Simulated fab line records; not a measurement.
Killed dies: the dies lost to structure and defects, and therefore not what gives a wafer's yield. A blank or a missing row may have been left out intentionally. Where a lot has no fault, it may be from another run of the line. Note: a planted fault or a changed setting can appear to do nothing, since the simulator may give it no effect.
Which tool did it? || flow n5_finfet || 24 lots with 72 wafers sampled at 3 steps, on a route of 1938 steps

WHAT THE GAUGES READ, wafer by wafer
N5_ILD0_INSPECT_06: inspects for defects (darkfield).
{"lot": "L074", "measured": "day 3 15:26", "on": "defect_inspect-01", "raw_defect_count": "43 38 15"}
{"lot": "L075", "measured": "day 3 21:19", "on": "defect_inspect-01", "raw_defect_count": "9 23 19"}
{"lot": "L076", "measured": "day 4 04:25", "on": "defect_inspect-02", "raw_defect_count": "26 28 21"}
{"lot": "L077", "measured": "day 4 08:35", "on": "defect_inspect-02", "raw_defect_count": "30 60 55"}
{"lot": "L078", "measured": "day 4 17:49", "on": "defect_inspect-02", "raw_defect_count": "47 27 65"}
{"lot": "L079", "measured": "day 4 20:56", "on": "defect_inspect-01", "raw_defect_count": "34 22 37"}
{"lot": "L080", "measured": "day 5 05:41", "on": "defect_inspect-01", "raw_defect_count": "39 33 72"}
{"lot": "L081", "measured": "day 5 12:05", "on": "defect_inspect-02", "raw_defect_count": "60 31 27"}
{"lot": "L082", "measured": "day 5 14:43", "on": "defect_inspect-01", "raw_defect_count": "24 16 12"}
{"lot": "L083", "measured": "day 5 23:48", "on": "defect_inspect-02", "raw_defect_count": "42 23 31"}
{"lot": "L084", "measured": "day 6 06:54", "on": "defect_inspect-01", "raw_defect_count": "53 41 55"}
{"lot": "L085", "measured": "day 6 15:14", "on": "defect_inspect-01", "raw_defect_count": "39 31 71"}
{"lot": "L086", "measured": "day 6 17:24", "on": "defect_inspect-02", "raw_defect_count": "21 21 84"}
{"lot": "L087", "measured": "day 6 23:13", "on": "defect_inspect-02", "raw_defect_count": "30 24 14"}
{"lot": "L088", "measured": "day 7 06:38", "on": "defect_inspect-01", "raw_defect_count": "82 42 39"}
{"lot": "L089", "measured": "day 7 12:37", "on": "defect_inspect-01", "raw_defect_count": "22 14 44"}
{"lot": "L090", "measured": "day 7 21:31", "on": "defect_inspect-01", "raw_defect_count": "27 44 16"}
{"lot": "L092", "measured": "day 8 04:38", "on": "defect_inspect-02", "raw_defect_count": "40 42 34"}
{"lot": "L091", "measured": "day 8 07:22", "on": "defect_inspect-01", "raw_defect_count": "26 33 19"}
{"lot": "L093", "measured": "day 8 13:53", "on": "defect_inspect-02", "raw_defect_count": "25 28 22"}
{"lot": "L094", "measured": "day 8 16:40", "on": "defect_inspect-01", "raw_defect_count": "16 26 26"}
{"lot": "L095", "measured": "day 8 23:33", "on": "defect_inspect-01", "raw_defect_count": "26 20 24"}
{"lot": "L096", "measured": "day 9 05:14", "on": "defect_inspect-01", "raw_defect_count": "18 36 31"}
{"lot": "L097", "measured": "day 9 12:55", "on": "defect_inspect-02", "raw_defect_count": "87 26 48"}

N5_SDB_OVL_MEAS_12.
{"lot": "L074", "measured": "day 3 15:50", "on": "overlay-02", "SDB_OVL (nm)": "-2.0 -1.3 -1.5"}
{"lot": "L075", "measured": "day 3 21:43", "on": "overlay-02", "SDB_OVL (nm)": "-1.6 -2.9 -1.7"}
{"lot": "L076", "measured": "day 4 04:48", "on": "overlay-02", "SDB_OVL (nm)": "-0.9 -1.1 0.1"}
{"lot": "L077", "measured": "day 4 08:59", "on": "overlay-02", "SDB_OVL (nm)": "-0.7 -0.7 -0.4"}
{"lot": "L078", "measured": "day 4 18:13", "on": "overlay-01", "SDB_OVL (nm)": "-0.9 0.2 0.2"}
{"lot": "L079", "measured": "day 4 21:27", "on": "overlay-01", "SDB_OVL (nm)": "-0.6 -1.4 -0.8"}
{"lot": "L080", "measured": "day 5 06:12", "on": "overlay-01", "SDB_OVL (nm)": "-1.0 -0.2 0.0"}
{"lot": "L081", "measured": "day 5 12:29", "on": "overlay-02", "SDB_OVL (nm)": "-0.2 0.1 -0.3"}
{"lot": "L082", "measured": "day 5 15:14", "on": "overlay-02", "SDB_OVL (nm)": "-1.0 0.8 -0.2"}
{"lot": "L083", "measured": "day 6 00:11", "on": "overlay-01", "SDB_OVL (nm)": "-0.6 -0.1 0.7"}
{"lot": "L084", "measured": "day 6 07:18", "on": "overlay-02", "SDB_OVL (nm)": "-0.4 -0.3 -0.1"}
{"lot": "L085", "measured": "day 6 15:46", "on": "overlay-01", "SDB_OVL (nm)": "-1.3 -0.1 -0.6"}
{"lot": "L086", "measured": "day 6 17:55", "on": "overlay-01", "SDB_OVL (nm)": "1.1 -0.1 0.1"}
{"lot": "L087", "measured": "day 6 23:37", "on": "overlay-02", "SDB_OVL (nm)": "1.1 1.4 0.8"}
{"lot": "L088", "measured": "day 7 07:02", "on": "overlay-02", "SDB_OVL (nm)": "-0.2 -0.6 -0.7"}
{"lot": "L089", "measured": "day 7 13:07", "on": "overlay-01", "SDB_OVL (nm)": "-0.3 -1.0 0.4"}
{"lot": "L090", "measured": "day 7 22:02", "on": "overlay-01", "SDB_OVL (nm)": "-0.9 0.1 -1.7"}
{"lot": "L092", "measured": "day 8 05:04", "on": "overlay-02", "SDB_OVL (nm)": "0.6 0.2 0.1"}
{"lot": "L091", "measured": "day 8 07:46", "on": "overlay-02", "SDB_OVL (nm)": "-0.1 0.5 0.2"}
{"lot": "L093", "measured": "day 8 14:23", "on": "overlay-01", "SDB_OVL (nm)": "0.0 -1.8 -1.1"}
{"lot": "L094", "measured": "day 8 17:11", "on": "overlay-01", "SDB_OVL (nm)": "1.6 1.3 0.2"}
{"lot": "L095", "measured": "day 8 23:57", "on": "overlay-02", "SDB_OVL (nm)": "0.9 0.8 -0.2"}
{"lot": "L096", "measured": "day 9 05:45", "on": "overlay-02", "SDB_OVL (nm)": "-0.7 -0.3 0.1"}
{"lot": "L097", "measured": "day 9 13:20", "on": "overlay-02", "SDB_OVL (nm)": "-0.4 -0.7 -1.6"}

N5_HKMG_FIN_CD_MEAS_49: the cd target is 202 nm.
{"lot": "L074", "measured": "day 3 21:26", "on": "cd_sem-01", "cd_nm (nm)": "201.9 201.7 202.1"}
{"lot": "L075", "measured": "day 4 03:11", "on": "cd_sem-02", "cd_nm (nm)": "201.9 201.6 201.1"}
{"lot": "L076", "measured": "day 4 10:08", "on": "cd_sem-02", "cd_nm (nm)": "202.6 202.1 201.6"}
{"lot": "L077", "measured": "day 4 14:42", "on": "cd_sem-02", "cd_nm (nm)": "202.8 201.5 202.1"}
{"lot": "L078", "measured": "day 5 00:04", "on": "cd_sem-03", "cd_nm (nm)": "202.7 202.7 202.2"}
{"lot": "L079", "measured": "day 5 03:25", "on": "cd_sem-02", "cd_nm (nm)": "201.8 202.5 202.2"}
{"lot": "L080", "measured": "day 5 12:06", "on": "cd_sem-03", "cd_nm (nm)": "201.9 202.8 202.5"}
{"lot": "L081", "measured": "day 5 18:57", "on": "cd_sem-01", "cd_nm (nm)": "202.9 203.1 202.7"}
{"lot": "L082", "measured": "day 5 21:00", "on": "cd_sem-03", "cd_nm (nm)": "201.7 202.3 201.7"}
{"lot": "L083", "measured": "day 6 05:38", "on": "cd_sem-01", "cd_nm (nm)": "201.6 201.9 202.0"}
{"lot": "L084", "measured": "day 6 12:42", "on": "cd_sem-03", "cd_nm (nm)": "201.2 201.4 202.9"}
{"lot": "L085", "measured": "day 6 21:18", "on": "cd_sem-02", "cd_nm (nm)": "201.1 201.2 201.1"}
{"lot": "L086", "measured": "day 6 23:19", "on": "cd_sem-02", "cd_nm (nm)": "202.3 202.6 202.7"}
{"lot": "L087", "measured": "day 7 05:06", "on": "cd_sem-01", "cd_nm (nm)": "201.7 201.4 201.4"}
{"lot": "L088", "measured": "day 7 13:14", "on": "cd_sem-02", "cd_nm (nm)": "201.6 201.6 202.2"}
{"lot": "L089", "measured": "day 7 19:18", "on": "cd_sem-01", "cd_nm (nm)": "201.1 202.1 201.6"}
{"lot": "L090", "measured": "day 8 03:38", "on": "cd_sem-01", "cd_nm (nm)": "202.5 203.2 202.8"}
{"lot": "L092", "measured": "day 8 11:44", "on": "cd_sem-03", "cd_nm (nm)": "201.9 202.1 202.3"}
{"lot": "L091", "measured": "day 8 13:53", "on": "cd_sem-03", "cd_nm (nm)": "203.6 203.6 203.1"}
{"lot": "L093", "measured": "day 8 19:55", "on": "cd_sem-01", "cd_nm (nm)": "202.4 201.4 201.6"}
{"lot": "L094", "measured": "day 8 23:07", "on": "cd_sem-03", "cd_nm (nm)": "201.8 202.1 202.6"}
{"lot": "L095", "measured": "day 9 05:47", "on": "cd_sem-02", "cd_nm (nm)": "201.9 201.8 202.0"}
{"lot": "L096", "measured": "day 9 11:13", "on": "cd_sem-03", "cd_nm (nm)": "201.3 200.9 201.1"}
{"lot": "L097", "measured": "day 9 18:50", "on": "cd_sem-02", "cd_nm (nm)": "201.4 201.0 201.1"}

WHICH TOOL RAN EACH LOT (tool, then ch and the chambers of the sampled wafers, then the start)
The record shows no process step preceding these readings.

AS READ BY THE TOOLS THEMSELVES (means over the sampled wafers that have a number; for cases with no such wafer, the mark the record gives instead)
The record holds no such reading with a usual standard deviation.

THE ANSWER, worked out from the rows above alone
Rule: usual is defined by the lots themselves. The widest of any qualifying gaps counts: lots, ordered by their means at a reading, are off when they make up no more than a third of the lots, leave a main group of 4 or more, and stand apart from it by 3 or more times the standard deviation of that group's means. A main group is skipped when, at the precision printed for the reading in the tables above, its means are all equal. A lot without any number at a reading at which 4 lots or more have one is off too. Any other lot the step has rows for is counted as sound. First the gauges in route order, then the tools' own readings, where a lot's mean is used as printed above. At the first step where some lot is off, the reading lying furthest off is the one used; lots without a number count as furthest.
Nothing can be told from this: no lot is off at any reading shown.

WHAT THE SIMULATOR PUT IN
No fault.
